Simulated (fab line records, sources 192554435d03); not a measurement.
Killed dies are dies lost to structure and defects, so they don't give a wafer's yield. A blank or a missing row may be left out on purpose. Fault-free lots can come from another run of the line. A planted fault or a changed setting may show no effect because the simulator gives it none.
fab line records	flow n5Finfet
record lots=9	wafers=27	lastDay=18
route steps=1938 shown STI_FIN_REVEAL@187 BEOL_M4@1111 PASSIVATION@1936
lots with no fault: from the same line, run without faults
startH: start of the lot's first displayed wafer, in hours after the record's first day	waitH: hours elapsed since this lot's preceding step	" identical to the entry in the row above	L1.1+2: a single row standing in for several wafers	- either no value or no given start	* or withheld: withheld	< > ~ a bound
route shown NAME@n: a module of which the file shows steps, and the number in the route of the first	usual: mean/standard deviation of fault-free wafers	same: alike in all rows	chamber/n: place in a boat	sites: the reading at each site	_std_site: the standard deviation of these	_edge_site: outer sites' mean less inner sites'	radiusMm: how far each site lies from the wafer's centre	mask NAME#n: copy n	behind: tool/chamber where the wafer was last shaped	hold: what put the lot on hold/how long, in hours/how the hold closed	device: names the non-switching transistor (n, p or np)	end of line: the route-end tests of the same wafers	where a step has no rows: the recipe by itself	killed: at the first sort, the dies lost to defects and structure; wafer yield is something else	map: shows each die of a wafer: x if killed, . if not, _ if none is there
set.NAME: the setting that was run; set.NAME@STEP: the one run at that earlier step	model.NAME: the simulator's own value behind a step, which no gauge read
the route's steps for a sample of lots (tables are steps, rows are wafers)
services: from which hour (startH, from the record's first day; less than 0 if before it) a tool's chamber was out of use, for how many hours, and why
## steps
# step N5_STI_FIN_REVEAL_CMP_04
# recipe stopOn=Si3N4	tOverpolishS=4	downForcePsi=2	platenRpm=54.18	postCmpClean=alkalineBrush	padVelocityMS=1.078	targetThkNm=131.83
# usual motorCurrentA=8.1/1.1	overpolishRunS=3.999/0.0094	slurryFilterDpKPa=13.51/0.14	timeToEndpointS=106/5.1
lot.wafer	tool	chamber	startH	waitH	motorCurrentA	overpolishRunS	slurryFilterDpKPa	timeToEndpointS
L153.1	cmp-04	2	40.52	0.1	9.4	3.979	13.67	109
L153.4	"	1	"	"	9.0	4.007	13.43	112
L153.5	"	2	"	"	8.6	4.000	13.58	110
L156.2	cmp-04	3	64.11	0.1	6.5	3.985	13.62	114
L156.1	"	1	"	"	9.0	3.995	13.59	105
L156.6	"	3	"	"	6.5	4.001	13.43	115
L157.3	cmp-01	2	66.32	0.1	7.4	3.997	13.45	101
L157.1	"	3	"	"	7.0	3.987	13.34	105
L157.5	"	1	"	"	7.0	4.007	13.42	106
L159.3	cmp-04	3	76.80	0.0	6.5	3.998	13.47	110
L159.1	"	2	"	"	9.0	4.001	13.57	107
L159.6	"	3	"	"	6.3	4.010	13.63	112
L161.4	cmp-02	3	88.50	0.1	7.7	3.984	13.53	98
L161.3	"	0	"	"	8.9	4.010	13.54	101
L161.5	"	2	"	"	9.9	3.991	13.38	107
L166.1	cmp-04	0	117.79	0.1	6.1	3.997	13.14	109
L166.5	"	3	"	"	6.6	4.013	13.35	112
L166.6	"	0	"	"	6.5	3.986	13.43	112
L167.4	cmp-04	2	125.12	0.1	9.1	4.012	13.56	105
L167.2	"	3	"	"	6.7	3.996	13.43	117
L167.6	"	2	"	"	9.1	4.002	13.60	109
L168.2	cmp-02	1	131.31	0.0	8.1	3.995	13.77	104
L168.1	"	2	"	"	9.1	4.009	13.47	101
L168.6	"	2	"	"	8.7	3.995	13.50	107
L175.1	cmp-04	2	170.55	0.1	9.2	4.001	13.72	99
L175.4	"	3	"	"	6.7	4.003	13.35	109
L175.6	"	2	"	"	9.0	4.001	13.91	102
# step N5_STI_FIN_REVEAL_THK_MEAS_05
# usual thkNm=132.2/1.1
lot.wafer	tool	chamber	startH	waitH	thkNm
L153.1	filmMetro-01	-	40.82	-	131.1
L153.4	"	-	"	"	132.8
L153.5	"	-	"	"	132.6
L156.1	filmMetro-02	-	64.37	-	130.2
L156.2	"	-	"	"	131.8
L156.6	"	-	"	"	133.0
L157.1	filmMetro-02	-	66.54	-	131.7
L157.3	"	-	"	"	131.5
L157.5	"	-	"	"	131.8
L159.1	filmMetro-01	-	77.09	-	131.5
L159.3	"	-	"	"	133.1
L159.6	"	-	"	"	134.2
L161.3	filmMetro-02	-	88.72	-	131.1
L161.4	"	-	"	"	130.2
L161.5	"	-	"	"	131.6
L166.1	filmMetro-02	-	118.05	-	132.3
L166.5	"	-	"	"	133.0
L166.6	"	-	"	"	132.2
L167.2	filmMetro-01	-	125.38	-	135.7
L167.4	"	-	"	"	133.0
L167.6	"	-	"	"	134.2
L168.1	filmMetro-01	-	131.60	-	132.5
L168.2	"	-	"	"	132.2
L168.6	"	-	"	"	131.7
L175.1	filmMetro-01	-	170.80	-	132.4
L175.4	"	-	"	"	134.5
L175.6	"	-	"	"	133.3
# step N5_STI_FIN_REVEAL_OXIDATION_31
# recipe chemistry=O2_PLASMA_REMOTE	tempC=150	timeS=20	pressureMtorr=1000	sourcePowerW=2000	o2FlowSccm=3000
# usual drypumpMotorCurrentA=5.6/0.32	heaterPowerW=152/17	tempC=149.98/0.13
lot.wafer	tool	chamber	startH	waitH	drypumpMotorCurrentA	heaterPowerW	rfHoursCounterH	tempC
L153.1	plasmaAsher-01	0	43.51	0.0	5.2	182	78	149.94
L153.4	"	0	"	"	5.2	177	-	150.09
L153.5	"	0	"	"	5.2	176	-	149.93
L156.1	plasmaAsher-01	1	67.01	0.0	5.9	145	82	149.77
L156.2	"	0	"	"	5.2	176	82	150.12
L156.6	"	0	"	"	5.2	178	-	150.03
L157.1	plasmaAsher-01	0	69.18	0.0	5.2	174	83	150.10
L157.3	"	1	"	"	6.0	146	-	150.00
L157.5	"	1	"	"	6.0	146	-	150.21
L159.1	plasmaAsher-01	1	79.80	0.0	6.0	142	85	149.89
L159.3	"	1	"	"	6.0	142	-	149.98
L159.6	"	0	"	"	5.2	176	-	149.93
L161.3	plasmaAsher-02	1	91.49	0.1	5.9	152	-	149.82
L161.4	"	0	"	"	5.4	129	-	150.12
L161.5	"	0	"	"	5.4	129	-	149.88
L166.1	plasmaAsher-01	0	121.14	0.0	5.2	173	93	150.00
L166.5	"	1	"	"	6.0	145	-	150.03
L166.6	"	0	"	"	5.2	176	-	150.05
L167.2	plasmaAsher-02	1	128.41	0.1	5.9	152	46	149.77
L167.4	"	0	"	"	5.4	130	-	149.96
L167.6	"	1	"	"	5.9	146	-	149.87
L168.1	plasmaAsher-02	0	134.42	0.0	5.4	130	47	150.12
L168.2	"	1	"	"	5.9	150	47	149.85
L168.6	"	0	"	"	5.4	131	-	150.20
L175.1	plasmaAsher-01	1	173.61	0.0	6.0	141	102	149.84
L175.4	"	1	"	"	6.0	143	-	149.79
L175.6	"	1	"	"	6.0	143	-	149.79
# step N5_STI_FIN_REVEAL_STRIP_35
# recipe chemistry=H3PO4	material=Si3N4	tempC=165	targetDepthA=40	timeS=39
# usual bathHeatDutyPct=28/3	tempC=165.01/0.15
lot.wafer	tool	chamber	startH	waitH	bathHeatDutyPct	tempC
L153.1	wetBench-01	0	43.80	0.2	32	164.81
L153.4	"	5	"	"	27	164.87
L153.5	"	1	"	"	30	165.22
L156.1	wetBench-01	5	67.31	0.2	28	164.95
L156.2	"	4	"	"	26	165.19
L156.6	"	2	"	"	29	165.11
L157.1	wetBench-06	0	69.48	0.2	29	164.90
L157.3	"	3	"	"	25	165.11
L157.5	"	4	"	"	26	165.21
L159.1	wetBench-01	6	80.09	0.2	30	165.07
L159.3	"	3	"	"	27	164.94
L159.6	"	0	"	"	30	164.60
L161.3	wetBench-01	7	91.76	0.1	27	164.91
L161.4	"	0	"	"	31	164.95
L161.5	"	6	"	"	31	165.17
L166.1	wetBench-01	1	121.43	0.2	30	164.92
L166.5	"	4	"	"	28	165.07
L166.6	"	3	"	"	28	164.96
L167.2	wetBench-06	4	128.70	0.2	27	165.04
L167.4	"	1	"	"	28	165.22
L167.6	"	7	"	"	26	165.26
L168.1	wetBench-04	6	134.72	0.2	27	164.98
L168.2	"	0	"	"	41	165.34
L168.6	"	4	"	"	26	165.21
L175.1	wetBench-06	1	173.90	0.2	31	165.19
L175.4	"	2	"	"	27	165.15
L175.6	"	6	"	"	26	165.07
# step N5_STI_FIN_REVEAL_INSPECT_13
# recipe inspectInstrument=darkfield	mode=postClean
# usual rawDefectCount=11/5.1
lot.wafer	tool	chamber	startH	waitH	rawDefectCount
L153.1	defectInspect-01	-	44.15	0.0	7
L153.4	"	-	"	"	15
L153.5	"	-	"	"	6
L156.1	defectInspect-02	-	67.65	0.0	17
L156.2	"	-	"	"	17
L156.6	"	-	"	"	10
L157.1	defectInspect-02	-	69.82	0.0	10
L157.3	"	-	"	"	13
L157.5	"	-	"	"	10
L159.1	defectInspect-01	-	80.43	0.0	6
L159.3	"	-	"	"	7
L159.6	"	-	"	"	6
L161.3	defectInspect-02	-	92.11	0.0	24
L161.4	"	-	"	"	10
L161.5	"	-	"	"	11
L166.1	defectInspect-02	-	121.77	0.0	385
L166.5	"	-	"	"	14
L166.6	"	-	"	"	10
L167.2	defectInspect-02	-	129.04	0.0	12
L167.4	"	-	"	"	14
L167.6	"	-	"	"	22
L168.1	defectInspect-01	-	135.06	0.0	1
L168.2	"	-	"	"	21
L168.6	"	-	"	"	3
L175.1	defectInspect-01	-	174.24	0.0	14
L175.4	"	-	"	"	10
L175.6	"	-	"	"	15
# step N5_BEOL_M4_RC_MEAS_101
# usual DIBL_N=35.9/1.4	DIBL_P=35.9/1.7	IOFF_N=0.160/0.026	IOFF_P=0.21/0.036	ION_N=672/11	ION_P=461/8.1	SS_N=71.4/0.54	SS_P=73.2/0.67	VT_N=249.3/2.7	VT_P=-250/3.9
lot.wafer	tool	chamber	startH	waitH	DIBL_N[mV/V]	DIBL_P[mV/V]	IOFF_N[nA/um]	IOFF_P[nA/um]	ION_N[uA/um]	ION_P[uA/um]	SS_N[mV/dec]	SS_P[mV/dec]	VT_N[mV]	VT_P[mV]
L153.1	prober-01	0	172.90	0.0	34.3	33.6	0.129	0.19	660	462	71.6	72.8	250.5	-248
L153.4	"	0	"	"	38.8	39.7	0.233	0.29	687	468	72.8	74.8	243.2	-244
L153.5	"	0	"	"	36.5	35.2	0.155	0.22	672	457	72.1	73.3	251.0	-247
L156.1	prober-02	0	204.42	0.0	37.0	38.7	0.187	0.24	680	455	72.2	74.2	246.1	-249
L156.2	"	0	"	"	35.1	36.5	0.160	0.20	680	468	71.6	73.1	248.8	-253
L156.6	"	0	"	"	34.3	35.6	0.139	0.18	673	459	71.5	73.1	249.6	-255
L157.1	prober-01	0	206.52	0.0	37.4	35.6	0.178	0.20	674	456	71.8	73.3	247.8	-255
L157.3	"	0	"	"	37.1	36.0	0.178	0.21	686	458	71.6	73.6	249.2	-253
L157.5	"	0	"	"	35.0	33.4	0.136	0.16	664	448	71.7	72.4	253.0	-255
L159.1	prober-01	0	208.68	0.0	36.4	34.8	0.153	0.20	671	464	71.4	73.4	250.6	-250
L159.3	"	0	"	"	36.4	35.9	0.160	0.23	677	474	71.3	73.2	248.7	-247
L159.6	"	0	"	"	35.4	34.2	0.147	0.20	670	465	70.6	72.6	249.6	-246
L161.3	prober-02	0	221.33	0.3	35.6	34.3	0.140	0.19	666	456	71.3	72.4	253.3	-252
L161.4	"	0	"	"	35.7	35.1	0.142	0.19	663	457	70.9	72.9	251.2	-250
L161.5	"	0	"	"	36.2	34.6	0.146	0.19	670	462	71.1	72.4	250.4	-250
L166.1	prober-01	0	254.42	0.0	35.7	36.0	0.171	0.24	692	476	71.6	72.6	245.1	-247
L166.5	"	0	"	"	35.4	35.7	0.163	0.23	673	466	71.1	72.9	247.9	-244
L166.6	"	0	"	"	36.0	36.0	0.169	0.24	684	470	72.0	72.7	247.9	-246
L167.2	prober-02	0	255.08	0.2	34.8	35.3	0.136	0.16	656	454	71.0	73.2	249.6	-255
L167.4	"	0	"	"	34.5	34.6	0.142	0.16	669	453	70.9	73.3	250.4	-254
L167.6	"	0	"	"	34.4	35.7	0.152	0.17	681	458	71.0	72.9	247.1	-254
L168.1	prober-01	0	265.84	0.0	36.9	35.9	0.178	0.21	678	461	72.2	73.9	247.4	-249
L168.2	"	0	"	"	35.4	34.5	0.158	0.20	664	453	72.0	72.6	249.4	-252
L168.6	"	0	"	"	35.4	34.0	0.147	0.18	662	445	71.9	73.1	252.3	-254
L175.1	prober-02	0	316.26	0.0	36.1	36.2	0.149	0.18	665	456	71.0	72.9	252.6	-253
L175.4	"	0	"	"	35.0	35.4	0.136	0.17	678	459	70.9	73.7	253.1	-255
L175.6	"	0	"	"	38.2	39.4	0.190	0.24	675	462	71.5	74.2	249.5	-248
# step N5_PASSIVATION_PROBE_49
# usual defectLimitedYield=90.9/1.5	killed_at_M0_to_M3=35/10	killed_at_M4_up=14/5.2	killedAtContacts=13/7.3	killedAtFrontEnd=42/12	killedAtOther=3.4/2.5	killedDies=108/18	killedOpen=70/13	killedShort=35/8	sort_bin_4_leakage=0.00/0.007	sort_bin_5_function=5.4/1	sort_bin_6_memory=3.4/0.71	sort_bin_8_speed=0.00/0.0099	sortNPass=1072/18	sortYieldPct=90.9/1.5
# same grossDies=1180	killedAtBackSide=0
lot.wafer	tool	chamber	startH	waitH	defectLimitedYield[%]	killed_at_M0_to_M3	killed_at_M4_up	killedAtContacts	killedAtFrontEnd	killedAtOther	killedDies	killedOpen	killedShort	sort_bin_4_leakage[%]	sort_bin_5_function[%]	sort_bin_6_memory[%]	sort_bin_8_speed[%]	sortNPass	sortYieldPct[%]
L153.1	prober-01	-	272.13	0.0	91.6	34	13	16	31	5	99	52	43	0	4.5	3.6	0	1081	91.6
L153.4	prober-01	-	272.28	0.2	90.9	43	9	14	39	2	107	58	41	0.08	4.7	3.6	0	1072	90.8
L153.5	prober-01	-	272.33	0.2	92.6	27	11	7	34	8	87	55	28	0	4.3	2.5	0	1093	92.6
L157.1	prober-02	-	303.40	0.0	92.1	29	11	19	31	3	93	57	34	0	4.2	3.5	0	1087	92.1
L157.3	prober-02	-	303.50	0.1	92.0	22	22	9	37	4	94	54	36	0	5.4	2.2	0	1086	92.0
L157.5	prober-02	-	303.60	0.2	90.6	24	16	22	45	4	111	82	26	0	5.3	3.9	0	1069	90.6
L156.1	prober-01	-	303.99	0.0	90.7	29	10	11	55	5	110	69	36	0	5.5	3.2	0	1070	90.7
L156.2	prober-01	-	304.04	0.1	93.7	25	6	4	37	2	74	51	23	0	3.6	2.3	0	1106	93.7
L156.6	prober-01	-	304.24	0.3	92.1	32	14	12	31	4	93	57	34	0	4.3	3.1	0	1087	92.1
L161.3	prober-01	-	317.58	0.1	88.8	42	7	19	60	4	132	85	41	0	5.9	4.7	0	1048	88.8
L161.4	prober-01	-	317.63	0.2	91.4	34	13	15	39	1	102	61	39	0	5.0	3.2	0	1078	91.4
L161.5	prober-01	-	317.68	0.2	89.2	43	13	20	51	1	128	83	39	0	5.3	4.7	0	1052	89.2
L159.1	prober-02	-	320.97	0.0	92.4	43	12	7	22	6	90	62	28	0	4.9	2.4	0	1090	92.4
L159.3	prober-02	-	321.07	0.1	91.8	30	14	6	47	0	97	67	26	0	5.3	2.8	0	1083	91.8
L159.6	prober-02	-	321.22	0.3	90.1	37	25	5	48	2	117	77	39	0	6.2	3.6	0	1063	90.1
L167.2	prober-02	-	361.47	0.1	93.1	31	10	8	31	1	81	61	20	0	3.5	3.2	0	1099	93.1
L167.4	prober-02	-	361.57	0.2	88.2	41	14	10	68	6	139	98	40	0	7.0	4.4	0	1041	88.2
L167.6	prober-02	-	361.67	0.3	90.7	30	16	18	43	3	110	77	32	0	4.9	3.7	0	1070	90.7
L166.1	prober-02	-	372.56	0.0	80.8	40	9	22	154	1	226	74	40	0	11.9	5.2	0	954	80.8
L166.5	prober-02	-	372.76	0.2	87.3	49	15	27	57	2	150	94	54	0	8.0	4.3	0	1030	87.3
L166.6	prober-02	-	372.81	0.3	87.9	39	11	18	68	7	143	91	52	0	7.1	4.7	0	1037	87.9
L168.1	prober-02	-	376.57	0.0	89.1	48	25	11	39	6	129	86	43	0	6.2	4.1	0	1051	89.1
L168.2	prober-02	-	376.62	0.1	90.9	39	14	19	32	3	107	77	29	0	5.3	3.4	0	1073	90.9
L168.6	prober-02	-	376.82	0.3	90.3	53	14	14	32	2	115	71	43	0	5.8	3.3	0	1065	90.3
L175.1	prober-02	-	429.93	0.0	91.4	33	6	12	47	3	101	70	31	0	4.9	3.1	0	1079	91.4
L175.4	prober-02	-	430.08	0.2	90.6	34	12	22	42	1	111	72	37	0	5.2	4.0	0.08	1069	90.6
L175.6	prober-02	-	430.18	0.3	88.5	36	17	42	36	5	136	94	41	0	7.5	3.8	0	1044	88.5
# killed by level:class
L153.1 BEOL_M0_SAQP:geometricParticle:short=12 MOL_CONTACT_COAG:geometricParticle:open=10 DUMMY_GATE:geometricParticle:open=9 BEOL_M1:geometricParticle:open=6 FIN_SAQP:geometricParticle:short=5 MOL_CONTACT_COAG:geometricParticle:short=5 BEOL_M4:geometricParticle:open=5 STARTING-WAFER:geometricParticle:short=5
L153.4 BEOL_M1:geometricParticle:open=12 MOL_CONTACT_COAG:geometricParticle:open=11 BEOL_M0_SAQP:geometricParticle:short=10 FIN_SAQP:geometricParticle:short=9 BEOL_M1:geometricParticle:short=7 BEOL_M0_SAQP:geometricParticle:open=6 BEOL_M2:geometricParticle:open=5 HKMG_FIN:areaEtch=5
L153.5 GATE_CUT:geometricParticle:open=9 BEOL_M0_SAQP:geometricParticle:open=7 BEOL_M0:geometricParticle:open=7 GATE_CUT:geometricParticle:short=6 MOL_CONTACT_COAG:geometricParticle:open=6 STI_FIN_REVEAL:geometricParticle:open=5 BEOL_M0_SAQP:geometricParticle:short=3 BEOL_M1:geometricParticle:open=3
L157.1 MOL_CONTACT_COAG:geometricParticle:open=16 FIN_SAQP:geometricParticle:open=9 BEOL_M0_SAQP:geometricParticle:short=9 FIN_SAQP:geometricParticle:short=7 STI_FIN_REVEAL:geometricParticle:open=5 BEOL_M2:geometricParticle:open=5 GATE_CUT:geometricParticle:short=4 BEOL_M0_SAQP:geometricParticle:open=4
L157.3 STI_FIN_REVEAL:geometricParticle:open=12 BEOL_M0_SAQP:geometricParticle:short=8 BEOL_M4:geometricParticle:open=6 BEOL_M5:geometricParticle:short=6 MOL_CONTACT_COAG:geometricParticle:open=6 BEOL_M0_SAQP:geometricParticle:open=6 FIN_SAQP:geometricParticle:open=4 FIN_SAQP:geometricParticle:short=4
L157.5 MOL_CONTACT_COAG:geometricParticle:open=20 FIN_SAQP:geometricParticle:open=15 STI_FIN_REVEAL:geometricParticle:open=13 BEOL_M0_SAQP:geometricParticle:open=9 FIN_SAQP:geometricParticle:short=5 BEOL_M0_SAQP:geometricParticle:short=4 BEOL_M1:geometricParticle:short=4 BEOL_M5:geometricParticle:open=4
L156.1 FIN_SAQP:geometricParticle:open=11 FIN_SAQP:geometricParticle:short=9 STI_FIN_REVEAL:geometricParticle:open=7 MOL_CONTACT_COAG:geometricParticle:open=6 DUMMY_GATE:geometricParticle:open=5 BEOL_M1:geometricParticle:open=5 BEOL_M2:geometricParticle:open=5 ILD0:geometricParticle:short=4
L156.2 FIN_SAQP:geometricParticle:short=9 FIN_SAQP:geometricParticle:open=8 BEOL_M3:geometricParticle:open=6 BEOL_M0_SAQP:geometricParticle:open=6 BEOL_M2:geometricParticle:open=5 MOL_CONTACT_COAG:geometricParticle:open=4 DUMMY_GATE:geometricParticle:open=3 STARTING-WAFER:geometricParticle:open=3
L156.6 BEOL_M0_SAQP:geometricParticle:open=11 MOL_CONTACT_COAG:geometricParticle:open=10 BEOL_M0_SAQP:geometricParticle:short=10 FIN_SAQP:geometricParticle:short=6 DUMMY_GATE:geometricParticle:open=6 STI_FIN_REVEAL:geometricParticle:open=5 BEOL_M3:geometricParticle:open=5 FIN_SAQP:geometricParticle:open=4
L161.3 STI_FIN_REVEAL:geometricParticle:open=27 MOL_CONTACT_COAG:geometricParticle:open=14 BEOL_M0_SAQP:geometricParticle:short=11 BEOL_M3:geometricParticle:open=8 GATE_CUT:geometricParticle:short=8 BEOL_M0_SAQP:geometricParticle:open=7 FIN_SAQP:geometricParticle:open=6 STI_FIN_REVEAL:geometricParticle:short=5
L161.4 MOL_CONTACT_COAG:geometricParticle:open=13 BEOL_M0_SAQP:geometricParticle:short=10 BEOL_M0_SAQP:geometricParticle:open=9 STI_FIN_REVEAL:geometricParticle:open=6 GATE_CUT:geometricParticle:short=6 FIN_SAQP:geometricParticle:open=5 STI_FIN_REVEAL:geometricParticle:short=4 BEOL_M1:geometricParticle:open=4
L161.5 MOL_CONTACT_COAG:geometricParticle:open=18 BEOL_M0_SAQP:geometricParticle:short=14 BEOL_M0_SAQP:geometricParticle:open=13 STI_FIN_REVEAL:geometricParticle:open=12 GATE_CUT:geometricParticle:short=8 FIN_SAQP:geometricParticle:open=6 STARTING-WAFER:geometricParticle:open=6 BEOL_M3:geometricParticle:open=6
L159.1 BEOL_M0_SAQP:geometricParticle:open=17 BEOL_M0_SAQP:geometricParticle:short=9 BEOL_M2:geometricParticle:open=7 MOL_CONTACT_COAG:geometricParticle:open=6 BEOL_M4:geometricParticle:open=6 FIN_SAQP:geometricParticle:short=4 GATE_CUT:geometricParticle:short=4 BEOL_M3:geometricParticle:open=4
L159.3 GATE_CUT:geometricParticle:short=11 FIN_SAQP:geometricParticle:open=10 BEOL_M2:geometricParticle:open=10 BEOL_M0_SAQP:geometricParticle:open=6 STI_FIN_REVEAL:geometricParticle:open=5 MOL_CONTACT_COAG:geometricParticle:open=5 ILD0:geometricParticle:open=4 GATE_CUT:geometricParticle:open=4
L159.6 BEOL_M4:geometricParticle:open=11 STI_FIN_REVEAL:geometricParticle:open=10 BEOL_M0_SAQP:geometricParticle:open=9 BEOL_M1:geometricParticle:open=9 BEOL_M2:geometricParticle:open=7 BEOL_M8:geometricParticle:open=6 FIN_SAQP:geometricParticle:short=5 BEOL_M0_SAQP:geometricParticle:short=5
L167.2 BEOL_M2:geometricParticle:open=15 FIN_SAQP:geometricParticle:short=6 STI_FIN_REVEAL:geometricParticle:open=6 MOL_CONTACT_COAG:geometricParticle:open=6 FIN_SAQP:geometricParticle:open=5 BEOL_M3:geometricParticle:open=5 STARTING-WAFER:geometricParticle:open=4 BEOL_M4:geometricParticle:open=4
L167.4 FIN_SAQP:geometricParticle:open=15 BEOL_M0_SAQP:geometricParticle:open=13 BEOL_M0_SAQP:geometricParticle:short=13 STI_FIN_REVEAL:geometricParticle:open=11 FIN_SAQP:geometricParticle:short=10 DUMMY_GATE:geometricParticle:open=10 MOL_CONTACT_COAG:geometricParticle:open=9 GATE_CUT:geometricParticle:short=6
L167.6 STI_FIN_REVEAL:geometricParticle:open=13 MOL_CONTACT_COAG:geometricParticle:open=13 BEOL_M0_SAQP:geometricParticle:open=10 FIN_SAQP:geometricParticle:open=9 BEOL_M4:geometricParticle:open=8 FIN_SAQP:geometricParticle:short=6 BEOL_M0_SAQP:geometricParticle:short=6 MOL_CONTACT_COAG:geometricParticle:short=5
L166.1 STI_FIN_REVEAL:unspecified=109 MOL_CONTACT_COAG:geometricParticle:open=16 BEOL_M0_SAQP:geometricParticle:short=11 FIN_SAQP:geometricParticle:open=9 STI_FIN_REVEAL:geometricParticle:open=8 BEOL_M0_SAQP:geometricParticle:open=8 FIN_SAQP:geometricParticle:short=6 DUMMY_GATE:geometricParticle:open=6
L166.5 MOL_CONTACT_COAG:geometricParticle:open=21 BEOL_M0_SAQP:geometricParticle:short=13 STI_FIN_REVEAL:geometricParticle:open=12 BEOL_M3:geometricParticle:open=12 FIN_SAQP:geometricParticle:open=11 FIN_SAQP:geometricParticle:short=8 BEOL_M4:geometricParticle:open=7 MOL_CONTACT_COAG:geometricParticle:short=6
L166.6 STI_FIN_REVEAL:geometricParticle:open=24 FIN_SAQP:geometricParticle:open=11 MOL_CONTACT_COAG:geometricParticle:open=10 FIN_SAQP:geometricParticle:short=9 MOL_CONTACT_COAG:geometricParticle:short=8 BEOL_M0_SAQP:geometricParticle:short=8 BEOL_M0_SAQP:geometricParticle:open=7 GATE_CUT:geometricParticle:short=7
L168.1 BEOL_M4:geometricParticle:open=22 BEOL_M0_SAQP:geometricParticle:short=12 BEOL_M1:geometricParticle:open=11 STI_FIN_REVEAL:geometricParticle:open=10 BEOL_M0_SAQP:geometricParticle:open=9 MOL_CONTACT_COAG:geometricParticle:open=7 DUMMY_GATE:geometricParticle:open=5 BEOL_M3:geometricParticle:open=5
L168.2 MOL_CONTACT_COAG:geometricParticle:open=12 BEOL_M4:geometricParticle:open=12 BEOL_M0_SAQP:geometricParticle:open=10 BEOL_M1:geometricParticle:open=9 FIN_SAQP:geometricParticle:open=8 MOL_CONTACT_COAG:geometricParticle:short=6 BEOL_M0_SAQP:geometricParticle:short=6 FIN_SAQP:geometricParticle:short=5
L168.6 BEOL_M0_SAQP:geometricParticle:open=15 BEOL_M0_SAQP:geometricParticle:short=14 MOL_CONTACT_COAG:geometricParticle:open=10 BEOL_M2:geometricParticle:open=9 FIN_SAQP:geometricParticle:open=8 BEOL_M1:geometricParticle:open=6 BEOL_M4:geometricParticle:open=6 FIN_SAQP:geometricParticle:short=5
L175.1 STI_FIN_REVEAL:geometricParticle:open=16 BEOL_M0_SAQP:geometricParticle:open=11 BEOL_M0_SAQP:geometricParticle:short=11 MOL_CONTACT_COAG:geometricParticle:open=10 FIN_SAQP:geometricParticle:open=9 BEOL_M3:geometricParticle:open=5 STARTING-WAFER:geometricParticle:open=4 FIN_SAQP:geometricParticle:short=3
L175.4 MOL_CONTACT_COAG:geometricParticle:open=21 FIN_SAQP:geometricParticle:open=10 STI_FIN_REVEAL:geometricParticle:open=10 BEOL_M0_SAQP:geometricParticle:short=9 BEOL_M0:geometricParticle:open=7 BEOL_M0_SAQP:geometricParticle:open=4 STARTING-WAFER:geometricParticle:short=4 FIN_SAQP:geometricParticle:short=3
L175.6 MOL_CONTACT_COAG:geometricParticle:open=38 STI_FIN_REVEAL:geometricParticle:open=13 BEOL_M0_SAQP:geometricParticle:short=11 BEOL_M0_SAQP:geometricParticle:open=8 FIN_SAQP:geometricParticle:open=6 BEOL_M2:geometricParticle:open=5 BEOL_M4:geometricParticle:open=5 FIN_SAQP:geometricParticle:short=4
## services
tool	chamber	startH	hours	kind
cmp-02	-	19.77	0.9	repair
cmp-02	-	23.07	0.9	repair
cmp-04	-	31.08	3.1	repair
cmp-02	-	39.25	0.5	repair
plasmaAsher-02	-	39.35	2.8	pm
cmp-02	-	49.63	5.8	pm
cmp-02	-	55.94	0.7	repair
cmp-02	-	63.12	1.1	repair
cmp-01	-	66.70	2.0	repair
cmp-01	-	76.65	2.6	repair
cmp-02	-	95.36	3.7	pm
cmp-01	-	107.01	4.6	pm
cmp-01	-	118.11	4.1	repair
wetBench-04	-	144.02	0.9	repair
cmp-02	-	149.95	1.8	repair
cmp-04	-	158.07	4.0	pm
cmp-02	-	158.13	5.8	repair
cmp-04	-	162.07	-	consumableReplace:conditioner
cmp-04	-	162.07	-	consumableReplace:pad
cmp-04	-	163.54	6.9	pm
## key
firstSign step=N5_STI_FIN_REVEAL_INSPECT_13	reading=rawDefectCount	direction=up	sigmas=73	usual=11	struck=385
effect step=N5_PASSIVATION_PROBE_49	reading=killedAtFrontEnd	direction=up	sigmas=9.6	usual=42	struck=154
moreKillsBornAt N5_STI_FIN_REVEAL_STRIP_35@wetBench-01=109
metAt N5_STI_FIN_REVEAL_STRIP_35
struckLots L166
struckWafers L166.1
notActingAt N5_STI_FIN_REVEAL_CMP_04,N5_STI_FIN_REVEAL_THK_MEAS_05,N5_STI_FIN_REVEAL_OXIDATION_31
onsetBetween 43.80 121.43
fault kind=chamberParticleSource	tool=wetBench-01	chamber=1	onsetH=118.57	steps=N5_STI_FIN_REVEAL_STRIP_35	ratePerVisitCm2=0.55955	endH=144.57
